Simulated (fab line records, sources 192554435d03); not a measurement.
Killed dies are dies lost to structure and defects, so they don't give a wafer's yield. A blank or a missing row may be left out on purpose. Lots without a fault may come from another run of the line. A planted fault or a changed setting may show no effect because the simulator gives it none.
Split-lot experiment | flow n5_finfet | 7 lots, 21 wafers read, on a route of 1938 steps

THE SPLIT
At N5_BEOL_M5_ETCH_41 (etches SiCN in CH3F/O2, target depth 31.5 nm, time 56.7 s), the setting source_w was moved away from the recipe's 395 W on 5 of the 21 wafers read, by -9.9% to +14.8%. The other wafers ran this setting at the recipe's value.

The reading is taken at the split's own step.

THE READING
rf_vpp_V, in V, at N5_BEOL_M5_ETCH_41 (etches SiCN in CH3F/O2, target depth 31.5 nm, time 56.7 s). Fault-free wafers of this fab line usually give 297.3 V, standard deviation 1.6 V.

wafer  | tool, chamber at the split | source_w as run, W | against the recipe | rf_vpp_V, V | against lot-mates on the recipe
L074.3 | rie_diel-06, 1             | 395                | recipe             | 298.3       | -
L074.4 | rie_diel-06, 2             | 395                | recipe             | 300.0       | -
L074.6 | rie_diel-06, 0             | 395                | recipe             | 297.2       | -
L078.1 | rie_diel-01, 3             | 395                | recipe             | 296.5       | -
L078.3 | rie_diel-01, 1             | 453.3              | +14.8%             | 285.5       | -10.4
L078.4 | rie_diel-01, 2             | 395                | recipe             | 295.4       | -
L080.1 | rie_diel-06, 1             | 395                | recipe             | 295.3       | -
L080.3 | rie_diel-06, 0             | 453                | +14.7%             | 285.6       | -9.7
L080.5 | rie_diel-06, 3             | 453                | +14.7%             | 281.6       | -13.7
L082.1 | rie_diel-04, 3             | 415.2              | +5.1%              | 292.4       | -3.3
L082.3 | rie_diel-04, 2             | 395                | recipe             | 295.6       | -
L082.6 | rie_diel-04, 2             | 395                | recipe             | 295.8       | -
L086.1 | rie_diel-04, 1             | 355.8              | -9.9%              | 308.5       | +9.3
L086.2 | rie_diel-04, 3             | 395                | recipe             | 298.2       | -
L086.3 | rie_diel-04, 0             | 395                | recipe             | 300.2       | -
L090.3 | rie_diel-01, 2             | 395                | recipe             | 295.8       | -
L090.4 | rie_diel-01, 1             | 395                | recipe             | 297.6       | -
L090.6 | rie_diel-01, 0             | 395                | recipe             | 298.1       | -
L097.1 | rie_diel-04, 2             | 395                | recipe             | 295.8       | -
L097.2 | rie_diel-04, 1             | 395                | recipe             | 298.8       | -
L097.3 | rie_diel-04, 0             | 395                | recipe             | 300.8       | -

THE FIT
A straight line over all 21 wafers: rf_vpp_V changes by -0.937 V for each +1% of source_w; r = -0.95; the points scatter about the line by 1.8 V.
The same after taking each lot's own level away (the mean of its wafers on the recipe; 21 wafers): -0.793 V for each +1%; r = -0.96; scatter 1.3 V.
On that fit, the largest move of source_w shifts the reading by 12 V.
The lots' own levels span 295.30 to 299.20 V, that is 2.4 times the standard deviation above.
So the lot-to-lot level changes the slope: the two fits differ.
Check: with one of the wafers moved furthest among these (+14.8%) left out of the fit, the line predicts -12 V for it against its lot-mates. It came out at -10.4 V against them.
Tool readings at the split's step, against how far the setting was moved: rf_vpp_V r = -0.95.

OTHER SPLITS ON THESE WAFERS
These wafers also went through other splits before the reading. Each is held against what the fit with the lots' levels taken away leaves over:
other split on the same wafers   | wafers away from the commonest value | r with rf_vpp_V (lot level and that fit taken away)
N5_BEOL_M5_TRENCH_ETCH_37 time_s | 6                                    | -0.11

THE FILE'S OWN FIT
rf_vpp_V changes by -0.779 V for each +1% of source_w, r = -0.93.
